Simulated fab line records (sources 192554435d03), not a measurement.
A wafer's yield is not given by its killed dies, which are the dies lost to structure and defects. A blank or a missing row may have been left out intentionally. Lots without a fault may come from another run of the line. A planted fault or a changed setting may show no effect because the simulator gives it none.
fab line records -- flow n5_finfet
record: lots: 7, wafers: 21, last_day: 16
route steps=1938 shown BEOL_M14@1732 BEOL_M15@1830
lots untouched by any fault: they come from a run of this same line in which no faults occurred
start_h: the number of hours between the record's first day and the start of the first shown wafer of the lot -- wait_h: time in hours since the lot's previous step -- " the same as in the row above -- L1.1+2: a single row standing in for several wafers -- - either no value or no given start -- * or withheld: withheld -- < > ~ a bound
route shown NAME@n: a module of which the file shows steps, and the number in the route of the first -- usual: mean/standard deviation of fault-free wafers -- same: alike in all rows -- chamber/n: place in a boat -- sites: each site's reading -- _std_site: their standard deviation -- _edge_site: the outer-site mean with the inner-site mean subtracted -- radius_mm: for every site, how far away it sits from the centre of the wafer -- mask NAME#n: copy n -- behind: the most recent tool/chamber to have shaped the wafer -- hold: why the lot went on hold/how many hours it stayed there/how the hold came to an end -- device: which transistor (n, p or np) failed to switch -- end of line: the tests these same wafers got at the end of their route -- a step given without rows: its recipe and nothing more -- killed: dies lost to structure and defects at the first sort, not the wafer's yield -- map: shows each die of a wafer: x if killed, . if not, _ if none is there
set.NAME: the setting the step ran with; set.NAME@STEP: the setting that earlier step ran with -- model.NAME: the simulator's own value behind a step, which no gauge read
a sample of lots followed through the steps of the route, with each step as a table and each wafer as a row
services: when a tool's chamber went out of use (start_h, in hours from the record's first day, below 0 if earlier), for how many hours, and the reason
== steps ==
step: N5_BEOL_M14_STRIP_63
recipe: chemistry: O2, power_w: 600, temp_c: 60, pressure_mtorr: 30, rf_frequency_hz: 6e+07, bias_power_w: 0, overash_fraction: 0.3, o2_flow_sccm: 225
usual: drypump_motor_current_A: 5.6/0.5, oes_product_au: 0.82/0.071, rf_vpp_V: 3.7/0.94, showerhead_plenum_p_Torr: 2.08/0.069, temp_c: 59.99/0.12, throttle_valve_pct: 16.59/0.24
lot.wafer,tool,chamber,start_h,wait_h,drypump_motor_current_A,oes_product_au,rf_hours_counter_h,rf_vpp_V,showerhead_plenum_p_Torr,temp_c,throttle_valve_pct
L857.1,rie_diel-03,1,-,-,5.3,0.79,98,5.9,2.05,60.05,16.54
L857.4,rie_diel-03,0,-,-,6.1,0.85,48,3.1,2.06,60.00,16.91
L857.6,rie_diel-03,0,-,-,6.1,0.85,-,3.7,2.06,60.13,16.93
L858.2,rie_diel-04,1,-,-,6.0,0.70,230,3.9,2.16,60.08,17.12
L858.3,rie_diel-04,2,-,-,5.1,0.87,40,3.5,2.06,60.01,16.55
L858.5,rie_diel-04,3,-,-,6.2,0.88,-,2.0,2.05,60.15,16.35
L859.2,rie_diel-02,1,-,-,6.4,0.91,26,3.9,2.05,59.84,16.12
L859.4,rie_diel-02,2,-,-,5.1,0.83,87,4.2,2.04,60.00,16.65
L859.5,rie_diel-02,0,-,-,5.1,0.67,-,4.2,1.97,59.90,17.18
L863.3,rie_diel-02,2,-,-,5.1,0.80,100,3.4,2.03,60.04,16.62
L863.5,rie_diel-02,2,-,-,5.1,0.79,-,2.3,2.03,60.03,16.65
L863.6,rie_diel-02,1,-,-,6.4,0.89,-,3.9,2.05,60.36,16.11
L871.1,rie_diel-02,0,-,-,5.1,0.91,13,4.5,2.22,60.09,16.66
L871.2,rie_diel-02,2,-,-,5.1,0.79,119,4.2,2.03,59.87,16.65
L871.3,rie_diel-02,3,-,-,5.3,0.82,84,4.2,2.21,59.89,16.56
L875.1,rie_diel-02,2,-,-,5.1,0.78,127,5.3,2.02,59.76,16.66
L875.5,rie_diel-02,0,-,-,5.1,0.89,-,3.9,2.22,60.07,16.64
L875.6,rie_diel-02,3,-,-,5.2,0.84,-,3.9,2.21,59.92,16.58
L876.3,rie_diel-04,1,-,-,6.0,0.93,14,3.5,2.14,59.96,16.61
L876.4,rie_diel-04,2,-,-,5.1,0.84,83,4.3,2.04,59.99,16.62
L876.6,rie_diel-04,0,-,-,4.9,0.84,-,2.5,2.02,60.12,16.47
step: N5_BEOL_M14_CD_MEAS_28
recipe: target_cd_nm: 284.4, landing_energy_ev: 500, detector: se_inlens
usual: cd_nm: 283.5/1.7
lot.wafer,tool,chamber,start_h,wait_h,cd_nm
L857.1,cd_sem-02,0,250.72,-,281.3
L857.4,cd_sem-02,0,250.72,-,279.7
L857.6,cd_sem-02,0,250.72,-,284.2
L858.2,cd_sem-02,0,256.24,-,283.8
L858.3,cd_sem-02,0,256.24,-,284.2
L858.5,cd_sem-02,0,256.24,-,281.0
L859.2,cd_sem-01,0,256.64,-,284.8
L859.4,cd_sem-01,0,256.64,-,281.7
L859.5,cd_sem-01,0,256.64,-,281.8
L863.3,cd_sem-01,0,288.24,-,283.0
L863.5,cd_sem-01,0,288.24,-,285.3
L863.6,cd_sem-01,0,288.24,-,284.9
L871.1,cd_sem-02,0,337.70,-,280.6
L871.2,cd_sem-02,0,337.70,-,279.4
L871.3,cd_sem-02,0,337.70,-,281.2
L875.1,cd_sem-03,0,359.07,-,286.1
L875.5,cd_sem-03,0,359.07,-,284.1
L875.6,cd_sem-03,0,359.07,-,285.4
L876.3,cd_sem-03,0,368.39,-,285.5
L876.4,cd_sem-03,0,368.39,-,286.1
L876.6,cd_sem-03,0,368.39,-,285.7
step: N5_BEOL_M14_TRENCH_ETCH_34
recipe: chemistry: C4F8/O2/Ar, target: SiO2, target_depth_a: 5566.5, mask_material: SOC, he_inner_torr: 15, he_outer_torr: 30, time_s: 126.9, ion_energy_ev: 800, pressure_mtorr: 20, source_w: 1905, bias_w: 2040, Ar_flow_sccm: 400, C4F8_flow_sccm: 16, O2_flow_sccm: 12
usual: drypump_motor_current_A: 5.6/0.48, oes_product_au: 0.81/0.069, rf_vpp_V: 2250/36, showerhead_plenum_p_Torr: 3.41/0.11, throttle_valve_pct: 30.8/0.31
lot.wafer,tool,chamber,start_h,wait_h,drypump_motor_current_A,oes_product_au,rf_hours_counter_h,rf_vpp_V,showerhead_plenum_p_Torr,throttle_valve_pct
L857.1,rie_diel-03,3,251.26,0.0,5.2,0.73,176,2205,3.56,30.9
L857.4,rie_diel-03,2,251.26,0.0,5.9,0.69,250,2310,3.37,30.7
L857.6,rie_diel-03,0,251.26,0.0,6.2,0.86,-,2278,3.36,31.2
L858.2,rie_diel-03,0,256.84,0.0,6.1,0.85,52,2277,3.35,31.2
L858.3,rie_diel-03,3,256.84,0.0,5.2,0.71,179,2204,3.56,30.9
L858.5,rie_diel-03,3,256.84,0.0,5.2,0.71,-,2204,3.56,30.9
L859.2,rie_diel-03,0,257.42,0.0,6.1,0.86,52,2277,3.36,31.2
L859.4,rie_diel-03,0,257.42,0.0,6.1,0.86,-,2278,3.36,31.2
L859.5,rie_diel-03,1,257.42,0.0,5.3,0.79,-,2275,3.33,30.5
L863.3,rie_diel-02,1,288.86,0.0,6.4,0.88,40,2219,3.35,30.2
L863.5,rie_diel-02,3,288.86,0.0,5.3,0.86,-,2270,3.62,30.9
L863.6,rie_diel-02,1,288.86,0.0,6.4,0.87,-,2217,3.35,30.2
L871.1,rie_diel-02,3,338.28,0.0,5.3,0.83,85,2270,3.61,30.9
L871.2,rie_diel-02,1,338.28,0.0,6.4,0.84,58,2219,3.34,30.2
L871.3,rie_diel-02,0,338.28,0.0,5.1,0.92,13,2254,3.66,31.1
L875.1,rie_diel-02,0,359.62,0.0,5.1,0.89,21,2254,3.65,31.1
L875.5,rie_diel-02,0,359.62,0.0,5.1,0.89,-,2253,3.65,31.1
L875.6,rie_diel-02,1,359.62,0.0,6.4,0.83,-,2215,3.34,30.2
L876.3,rie_diel-04,1,369.00,0.0,6.0,0.92,15,2272,3.52,31.0
L876.4,rie_diel-04,0,369.00,0.0,4.9,0.84,54,2247,3.33,30.8
L876.6,rie_diel-04,0,369.00,0.0,5.0,0.84,-,2249,3.33,30.7
step: N5_BEOL_M14_OCD_MEAS_35
usual: trench_depth_nm: 553/9.2
lot.wafer,tool,chamber,start_h,wait_h,trench_depth_nm
L857.1,ocd-01,-,251.41,0.0,554
L857.4,ocd-01,-,251.41,0.0,550
L857.6,ocd-01,-,251.41,0.0,561
L858.2,ocd-01,-,257.00,0.0,557
L858.3,ocd-01,-,257.00,0.0,544
L858.5,ocd-01,-,257.00,0.0,543
L859.2,ocd-02,-,257.58,0.0,649
L859.4,ocd-02,-,257.58,0.0,658
L859.5,ocd-02,-,257.58,0.0,542
L863.3,ocd-01,-,289.02,0.0,559
L863.5,ocd-01,-,289.02,0.0,564
L863.6,ocd-01,-,289.02,0.0,553
L871.1,ocd-01,-,338.44,0.0,556
L871.2,ocd-01,-,338.44,0.0,557
L871.3,ocd-01,-,338.44,0.0,561
L875.1,ocd-02,-,359.77,0.0,559
L875.5,ocd-02,-,359.77,0.0,556
L875.6,ocd-02,-,359.77,0.0,549
L876.3,ocd-02,-,369.16,0.0,569
L876.4,ocd-02,-,369.16,0.0,559
L876.6,ocd-02,-,369.16,0.0,557
step: N5_BEOL_M14_SPUTTER_43
recipe: material: TaN, target_thk_a: 150, temp_c: 50, bias_v: 168.6, power_w: 15000, chamber_pressure_pa: 0.12, time_s: 24.19
usual: throttle_valve_pct: 30.3/0.98
lot.wafer,tool,chamber,start_h,wait_h,throttle_valve_pct
L857.1,pvd_sputter-02,-,258.00,0.0,32.0
L857.4,pvd_sputter-02,-,258.00,0.0,30.1
L857.6,pvd_sputter-02,-,258.00,0.0,29.9
L858.2,pvd_sputter-02,-,258.36,0.0,29.9
L858.3,pvd_sputter-02,-,258.36,0.0,30.1
L858.5,pvd_sputter-02,-,258.36,0.0,30.1
L859.2,pvd_sputter-02,-,260.60,0.0,30.1
L859.4,pvd_sputter-02,-,260.60,0.0,30.3
L859.5,pvd_sputter-02,-,260.60,0.0,31.7
L863.3,pvd_sputter-01,-,289.51,0.0,31.0
L863.5,pvd_sputter-01,-,289.51,0.0,29.6
L863.6,pvd_sputter-01,-,289.51,0.0,28.4
L871.1,pvd_sputter-01,-,341.53,0.0,31.2
L871.2,pvd_sputter-01,-,341.53,0.0,29.8
L871.3,pvd_sputter-01,-,341.53,0.0,28.6
L875.1,pvd_sputter-03,-,361.98,0.0,29.5
L875.5,pvd_sputter-03,-,361.98,0.0,29.2
L875.6,pvd_sputter-03,-,361.98,0.0,30.8
L876.3,pvd_sputter-03,-,369.89,0.0,29.3
L876.4,pvd_sputter-03,-,369.89,0.0,30.9
L876.6,pvd_sputter-03,-,369.89,0.0,30.9
step: N5_BEOL_M14_THK_MEAS_50
recipe: thk_meas_gauge: xrf, reads: Cu_of_BEOL_M14_ECD_47
usual: M14_THK: 540/9.1
lot.wafer,tool,chamber,start_h,wait_h,M14_THK[nm]
L857.1,film_metro-01,-,259.22,-,541
L857.4,film_metro-01,-,259.22,-,540
L857.6,film_metro-01,-,259.22,-,551
L858.2,film_metro-01,-,259.62,-,545
L858.3,film_metro-01,-,259.62,-,534
L858.5,film_metro-01,-,259.62,-,534
L859.2,film_metro-02,-,261.66,-,629
L859.4,film_metro-02,-,261.66,-,640
L859.5,film_metro-02,-,261.66,-,529
L863.3,film_metro-02,-,290.67,-,538
L863.5,film_metro-02,-,290.67,-,542
L863.6,film_metro-02,-,290.67,-,534
L871.1,film_metro-02,-,342.59,-,541
L871.2,film_metro-02,-,342.59,-,543
L871.3,film_metro-02,-,342.59,-,548
L875.1,film_metro-01,-,363.04,-,546
L875.5,film_metro-01,-,363.04,-,544
L875.6,film_metro-01,-,363.04,-,539
L876.3,film_metro-01,-,371.17,-,555
L876.4,film_metro-01,-,371.17,-,544
L876.6,film_metro-01,-,371.17,-,545
step: N5_BEOL_M14_RS_MEAS_54
recipe: thk_meas_gauge: four-point-probe, reads: Cu_of_BEOL_M14_ECD_47+Ta_of_BEOL_M14_SPUTTER_44+TaN_of_BEOL_M14_SPUTTER_43
usual: M14_RS: 0.0335/0.00058
lot.wafer,tool,chamber,start_h,wait_h,M14_RS[ohm/sq]
L857.1,film_metro-01,-,259.35,0.0,0.0334
L857.4,film_metro-01,-,259.35,0.0,0.0338
L857.6,film_metro-01,-,259.35,0.0,0.0330
L858.2,film_metro-01,-,259.78,0.1,0.0332
L858.3,film_metro-01,-,259.78,0.1,0.0342
L858.5,film_metro-01,-,259.78,0.1,0.0342
L859.2,film_metro-02,-,261.79,0.1,0.0284
L859.4,film_metro-02,-,261.79,0.1,0.0279
L859.5,film_metro-02,-,261.79,0.1,0.0340
L863.3,film_metro-02,-,290.79,0.1,0.0332
L863.5,film_metro-02,-,290.79,0.1,0.0327
L863.6,film_metro-02,-,290.79,0.1,0.0334
L871.1,film_metro-01,-,342.72,0.0,0.0334
L871.2,film_metro-01,-,342.72,0.0,0.0334
L871.3,film_metro-01,-,342.72,0.0,0.0330
L875.1,film_metro-02,-,363.17,0.0,0.0331
L875.5,film_metro-02,-,363.17,0.0,0.0332
L875.6,film_metro-02,-,363.17,0.0,0.0337
L876.3,film_metro-01,-,371.30,0.1,0.0326
L876.4,film_metro-01,-,371.30,0.1,0.0333
L876.6,film_metro-01,-,371.30,0.1,0.0333
step: N5_BEOL_M15_RC_MEAS_101
usual: COMB_M10: 1.43e-11/2.7e-12, COMB_M11: 1.45e-11/3e-12, COMB_M12: 6.5e-12/1.4e-12, COMB_M13: 5.1e-12/9.9e-13, COMB_M15: 2.6e-12/6.6e-13, COMB_M5: 3.6e-11/7.6e-12, COMB_M6: 2.6e-11/5.4e-12, COMB_M7: 2.6e-11/5.2e-12, COMB_M8: 2.5e-11/4.9e-12, COMB_M9: 1.5e-11/2.9e-12, SERP_M10: 3.09/0.072, SERP_M11: 3.09/0.1, SERP_M12: 0.636/0.017, SERP_M13: 0.311/0.0063, SERP_M14: 0.162/0.0032, SERP_M14_max_site: 0.164/0.0033, SERP_M5: 39.0/1.6, SERP_M6: 13.8/0.53, SERP_M7: 14.0/0.63, SERP_M8: 13.6/0.54, SERP_M9: 3.11/0.086, SERP_M9_max_site: 3.20/0.093
lot.wafer,tool,chamber,start_h,wait_h,COMB_M10[S/m],COMB_M11[S/m],COMB_M12[S/m],COMB_M13[S/m],COMB_M15[S/m],COMB_M5[S/m],COMB_M6[S/m],COMB_M7[S/m],COMB_M8[S/m],COMB_M9[S/m],SERP_M10[ohm/um],SERP_M11[ohm/um],SERP_M12[ohm/um],SERP_M13[ohm/um],SERP_M14[ohm/um],SERP_M14_max_site[ohm/um],SERP_M5[ohm/um],SERP_M6[ohm/um],SERP_M7[ohm/um],SERP_M8[ohm/um],SERP_M9[ohm/um],SERP_M9_max_site[ohm/um]
L857.1,prober-02,0,264.50,0.0,1.33e-11,1.53e-11,7.7e-12,4.9e-12,1.8e-12,4.1e-11,2.1e-11,2.3e-11,2.3e-11,1.6e-11,3.07,3.19,0.625,0.306,0.164,0.166,38.4,13.8,13.2,13.5,3.07,3.14
L857.4,prober-02,0,264.50,0.0,1.6e-11,1.68e-11,6.6e-12,4.9e-12,1.8e-12,4e-11,2.4e-11,2e-11,2.1e-11,1.22e-11,3.14,2.98,0.597,0.305,0.166,0.169,39.5,13.4,14.3,13.5,3.05,3.16
L857.6,prober-02,0,264.50,0.0,1.81e-11,8.8e-12,5e-12,5.3e-12,1.5e-12,2.9e-11,2.3e-11,2.6e-11,1.9e-11,1.27e-11,3.01,3.06,0.640,0.315,0.157,0.159,38.3,13.3,13.4,14.0,3.02,3.06
L858.2,prober-01,0,265.19,0.2,1.48e-11,1.45e-11,9.4e-12,5.1e-12,2.8e-12,3.3e-11,2.2e-11,3.2e-11,3.2e-11,1.78e-11,3.09,3.02,0.675,0.313,0.158,0.162,38.6,14.7,15.0,13.6,3.17,3.20
L858.3,prober-01,0,265.19,0.2,1.4e-11,1.13e-11,5.1e-12,6.6e-12,2.7e-12,3e-11,3e-11,3e-11,3.1e-11,1.84e-11,3.05,3.20,0.669,0.316,0.166,0.167,37.7,14.3,14.5,14.0,3.23,3.34
L858.5,prober-01,0,265.19,0.2,1.71e-11,8e-12,1.09e-11,5.9e-12,2.7e-12,3.7e-11,2.8e-11,2.5e-11,3.1e-11,2.1e-11,3.12,3.16,0.680,0.316,0.167,0.171,36.5,14.0,14.6,13.5,3.19,3.28
L859.2,prober-02,0,267.73,0.2,1.4e-11,1.48e-11,4.7e-12,5.9e-12,2.6e-12,3.7e-11,2.2e-11,2.6e-11,2.5e-11,1.82e-11,2.97,3.08,0.644,0.310,0.136,0.139,40.8,13.6,14.0,13.4,3.20,3.27
L859.4,prober-02,0,267.73,0.2,1.53e-11,1.24e-11,6.6e-12,5.4e-12,2.4e-12,2.9e-11,3.5e-11,2.4e-11,2.3e-11,1.49e-11,3.08,3.07,0.645,0.313,0.136,0.138,39.7,13.9,15.2,13.2,3.14,3.28
L859.5,prober-02,0,267.73,0.2,1.12e-11,1.24e-11,8.9e-12,7.6e-12,2.5e-12,3.1e-11,2.7e-11,2.5e-11,1.5e-11,1.65e-11,3.16,3.04,0.653,0.309,0.166,0.169,40.9,13.1,14.5,13.3,3.07,3.17
L863.3,prober-02,0,304.01,0.3,8.6e-12,1.56e-11,5e-12,3.7e-12,2.2e-12,4.6e-11,2.1e-11,3.2e-11,2.5e-11,1.15e-11,3.16,3.10,0.635,0.310,0.159,0.160,39.4,12.8,13.9,14.2,3.13,3.21
L863.5,prober-02,0,304.01,0.3,1.48e-11,1.57e-11,6e-12,4.3e-12,1.6e-12,5.7e-11,2.3e-11,3.4e-11,2.5e-11,1.15e-11,2.99,3.07,0.628,0.309,0.158,0.160,43.8,14.2,14.5,13.6,3.18,3.23
L863.6,prober-02,0,304.01,0.3,1.44e-11,1.63e-11,6.2e-12,3.9e-12,2.4e-12,6.2e-11,2.5e-11,2.8e-11,2.6e-11,9.2e-12,3.12,3.09,0.638,0.304,0.158,0.161,38.6,13.1,14.0,14.0,3.12,3.19
L871.1,prober-01,0,349.48,0.0,1.57e-11,1.34e-11,8.6e-12,5.4e-12,2.8e-12,3.5e-11,2.9e-11,2e-11,1.7e-11,1.84e-11,3.27,3.15,0.629,0.308,0.164,0.165,40.9,13.7,14.4,13.6,3.20,3.28
L871.2,prober-01,0,349.48,0.0,1.68e-11,1.29e-11,8.2e-12,5.4e-12,2.6e-12,3.6e-11,2.6e-11,3.8e-11,2.6e-11,1.58e-11,3.13,2.98,0.653,0.294,0.163,0.166,38.5,14.4,13.4,14.9,3.17,3.21
L871.3,prober-01,0,349.48,0.0,1.67e-11,1.25e-11,6e-12,4.7e-12,2.5e-12,2.8e-11,2.1e-11,2.9e-11,2.6e-11,2.23e-11,3.05,3.18,0.657,0.315,0.162,0.164,41.7,13.6,14.0,13.8,3.05,3.14
L875.1,prober-01,0,368.05,0.0,1.42e-11,1.05e-11,7.5e-12,6.4e-12,2.6e-12,2.9e-11,3e-11,2.7e-11,2.5e-11,1.53e-11,2.94,3.16,0.647,0.295,0.158,0.159,35.1,13.8,13.0,13.9,2.99,3.11
L875.5,prober-01,0,368.05,0.0,1.46e-11,1.17e-11,8.1e-12,5.6e-12,3.1e-12,2.8e-11,2.6e-11,1.9e-11,2.3e-11,1.48e-11,3.06,3.17,0.646,0.308,0.158,0.160,38.5,13.3,12.1,14.2,3.04,3.25
L875.6,prober-01,0,368.05,0.0,1.47e-11,1.54e-11,6.6e-12,4e-12,2.8e-12,2.5e-11,3e-11,2.8e-11,3e-11,1.51e-11,3.09,3.21,0.635,0.297,0.159,0.162,34.0,14.1,13.7,13.2,3.10,3.22
L876.3,prober-01,0,377.35,0.3,2.07e-11,1.65e-11,5.5e-12,4.9e-12,2.4e-12,2.5e-11,2e-11,2e-11,3.4e-11,1.93e-11,3.00,3.09,0.635,0.311,0.156,0.158,38.9,13.9,13.9,13.0,3.31,3.36
L876.4,prober-01,0,377.35,0.3,1.68e-11,1.78e-11,5.3e-12,5.5e-12,2.6e-12,2.9e-11,2.1e-11,2.5e-11,2.9e-11,1.53e-11,3.03,2.92,0.623,0.311,0.160,0.163,39.1,13.0,13.8,13.0,3.12,3.19
L876.6,prober-01,0,377.35,0.3,1.42e-11,1.69e-11,6.3e-12,4.2e-12,4.6e-12,3.1e-11,2.6e-11,2.2e-11,3.4e-11,1.48e-11,3.05,3.18,0.633,0.313,0.161,0.162,37.1,13.3,14.1,14.1,3.14,3.17
sites SERP_M14 radius_mm=0,75,75,75,75,140,140,140,140
L857.1 0.164 0.164 0.163 0.165 0.162 0.166 0.162 0.164 0.162
L858.2 0.158 0.162 0.160 0.160 0.158 0.158 0.158 0.156 0.159
L859.2 0.137 0.135 0.136 0.139 0.138 0.135 0.136 0.136 0.136
L863.3 0.158 0.158 0.157 0.160 0.159 0.160 0.160 0.160 0.159
L871.1 0.162 0.163 0.163 0.164 0.164 0.163 0.165 0.164 0.164
L875.1 0.157 0.158 0.159 0.159 0.157 0.158 0.157 0.159 0.159
L876.3 0.155 0.155 0.156 0.157 0.156 0.155 0.158 0.156 0.158
== services ==
tool,chamber,start_h,hours,kind
rie_diel-04,0,244.97,22.3,repair
rie_diel-03,2,251.38,-,clean
rie_diel-03,2,251.38,-,consumable_replace:focus_ring
pvd_sputter-01,-,260.51,3.0,repair
rie_diel-02,0,267.08,-,clean
rie_diel-02,0,267.08,-,consumable_replace:focus_ring
rie_diel-02,0,267.08,-,consumable_replace:showerhead
rie_diel-02,0,267.08,22.5,scheduled_down
rie_diel-02,0,267.08,22.5,vent_cycle
rie_diel-02,3,277.74,6.1,repair
rie_diel-04,1,305.74,-,clean
rie_diel-04,1,305.74,-,consumable_replace:focus_ring
rie_diel-04,1,305.74,17.1,scheduled_down
rie_diel-04,1,305.74,17.1,vent_cycle
rie_diel-02,-,307.01,4.3,pm
rie_diel-02,0,321.23,8.0,repair
rie_diel-03,3,348.19,4.0,repair
rie_diel-03,1,368.65,27.6,repair
== key ==
first_sign: step: N5_BEOL_M14_OCD_MEAS_35, reading: trench_depth_nm, direction: up, sigmas: 11, usual: 553, struck: 654
effect: step: N5_BEOL_M14_THK_MEAS_50, reading: M14_THK, direction: up, sigmas: 10, usual: 540, struck: 635
effect: step: N5_BEOL_M14_RS_MEAS_54, reading: M14_RS, direction: down, sigmas: 9.4, usual: 0.0335, struck: 0.0282
effect: step: N5_BEOL_M15_RC_MEAS_101, reading: SERP_M14, direction: down, sigmas: 8.3, usual: 0.162, struck: 0.136
met_at N5_BEOL_M14_TRENCH_ETCH_34
struck_lots L859
struck_wafers L859.2,L859.4
not_acting_at N5_BEOL_M14_STRIP_63,N5_BEOL_M14_CD_MEAS_28,N5_BEOL_M14_SPUTTER_43
onset_between 256.84 257.42
fault: kind: process_parameter_drift, tool: rie_diel-03, chamber: 0, onset_h: 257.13, steps: N5_BEOL_M14_TRENCH_ETCH_34, channel: time_s, offset: *, shape: step, acts_in: *, stated: *
